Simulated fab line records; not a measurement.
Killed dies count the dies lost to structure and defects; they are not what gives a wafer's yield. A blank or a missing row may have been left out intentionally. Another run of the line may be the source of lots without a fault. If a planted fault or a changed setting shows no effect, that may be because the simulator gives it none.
Split-lot experiment ; flow n5_finfet ; 21 wafers read across 7 lots, on a route 1938 steps long

## SPLIT DETAILS
At N5_BEOL_M11_TRENCH_ETCH_37 (etches SiCOH lowk in C4F6/O2, target depth 148.83 nm, time 48 s), the setting time_s was moved away from the recipe's 48 s on 9 of the 21 wafers read, by -7.4% to +19.1%. This setting was run at the recipe's value on the other wafers.

## FROM THE SPLIT TO THE READING: what the file shows between them, 2 steps
- N5_BEOL_M11_ETCH_41: etches SiCN in CH3F/O2, target depth 42.6 nm, time 86 s
- N5_BEOL_M11_STRIP_77: strips in N2/H2, time 10 s

## THE READING
trench_depth_nm, in nm, at N5_BEOL_M11_OCD_MEAS_38. A value of 149.0 nm with a standard deviation of 1.8 nm is what fault-free wafers of this fab line usually give.

wafer;tool, chamber at the split;time_s as run, s;against the recipe;trench_depth_nm, nm;against lot-mates on the recipe
L075.2;rie_diel-04, 2;57.17;+19.1%;176.2;no lot-mate on the recipe
L075.4;rie_diel-04, 0;57.17;+19.1%;177.5;no lot-mate on the recipe
L075.5;rie_diel-04, 3;57.17;+19.1%;175.9;no lot-mate on the recipe
L081.4;rie_diel-04, 3;48;recipe;147.7;-
L081.5;rie_diel-04, 0;48;recipe;147.1;-
L081.6;rie_diel-04, 3;48;recipe;149.3;-
L082.2;rie_diel-03, 2;44.45;-7.4%;136.4;-12.1
L082.3;rie_diel-03, 0;44.45;-7.4%;135.7;-12.8
L082.6;rie_diel-03, 0;48;recipe;148.5;-
L085.1;rie_diel-01, 3;48;recipe;149.6;-
L085.2;rie_diel-01, 2;53.91;+12.3%;171.6;+21.8
L085.5;rie_diel-01, 0;48;recipe;150.0;-
L088.2;rie_diel-03, 3,2;48;recipe;148.4;-
L088.5;rie_diel-03, 3;52.3;+9.0%;162.8;+14.3
L088.6;rie_diel-03, 3,2;48;recipe;148.6;-
L093.2;rie_diel-04, 0;48;recipe;147.8;-
L093.4;rie_diel-04, 1;48;recipe;152.7;-
L093.6;rie_diel-04, 1;48;recipe;152.6;-
L095.1;rie_diel-03, 2;48;recipe;146.1;-
L095.3;rie_diel-03, 1;52.25;+8.9%;158.1;+12.0
L095.4;rie_diel-03, 0;52.25;+8.9%;159.5;+13.4
When a row names more than one chamber, that row covers several wafers, and the file does not tell which wafer ran in which chamber.

FIT RESULTS
A straight line over all 21 wafers: trench_depth_nm changes by +1.49 nm for each +1% of time_s; r = +0.98; the points scatter about the line by 2.2 nm.
The same after taking each lot's own level away (the mean of its wafers on the recipe; 18 wafers): +1.62 nm for each +1%; r = +0.99; scatter 1.3 nm.
The reading moves by 31 nm for the largest change in time_s, on that fit.
Measured against the standard deviation above, the lots' own levels, which go from 146.10 to 151.03 nm, span 2.7 times it.
The two slopes agree, so the slope changes little with the lot-to-lot level.
Check: for one of the wafers moved furthest among these (+12.3%), held out of the fit, the line's prediction against its lot-mates is +19 nm. Against them it came out at +21.8 nm.

## ADDITIONAL SPLITS CARRIED BY THESE WAFERS
Note: prior to the reading, these wafers also went through further splits. Each is held against what the fit with the lots' levels taken away leaves over:
other split on the same wafers;wafers away from the commonest value;r with trench_depth_nm (lot level and that fit taken away)
N5_BEOL_M9_EXPOSE_25 dose_mj;7;-0.29
N5_BEOL_M9_ETCH_66 bias_w;9;+0.28
N5_BEOL_M10_ILD_DEP_00 time_s;9;-0.09
N5_BEOL_M10_PECVD_70 temp_c;4;-0.07
N5_BEOL_M11_ETCH_66 time_s;10;+0.17

## THE WHOLE CHAIN: every reading that the file lists as answering this split, in the file's order
step;what it does;reading;change (the file's fit);r (the file's)
N5_BEOL_M11_TRENCH_ETCH_37;etches SiCOH lowk in C4F6/O2, target depth 148.83 nm, time 48 s;BEOL_M11.feature_depth_nm (the simulator's own value, which no gauge read);+1.63 nm for each +1% of the setting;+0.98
N5_BEOL_M11_TRENCH_ETCH_37;etches SiCOH lowk in C4F6/O2, target depth 148.83 nm, time 48 s;etch.depth_nm (the simulator's own value, which no gauge read);+1.63 nm for each +1% of the setting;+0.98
N5_BEOL_M11_OCD_MEAS_38;;trench_depth_nm;+1.65 nm for each +1% of the setting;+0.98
N5_BEOL_M11_CMP_52;polishes, stops on SiCOH lowk, t overpolish 7 s, target thk 140 nm;Cu_of_BEOL_M11_ECD_50.thk_nm (the simulator's own value, which no gauge read);+1.64 nm for each +1% of the setting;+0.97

## FILE'S OWN FIT
trench_depth_nm changes by +1.65 nm for each +1% of time_s, r = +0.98.
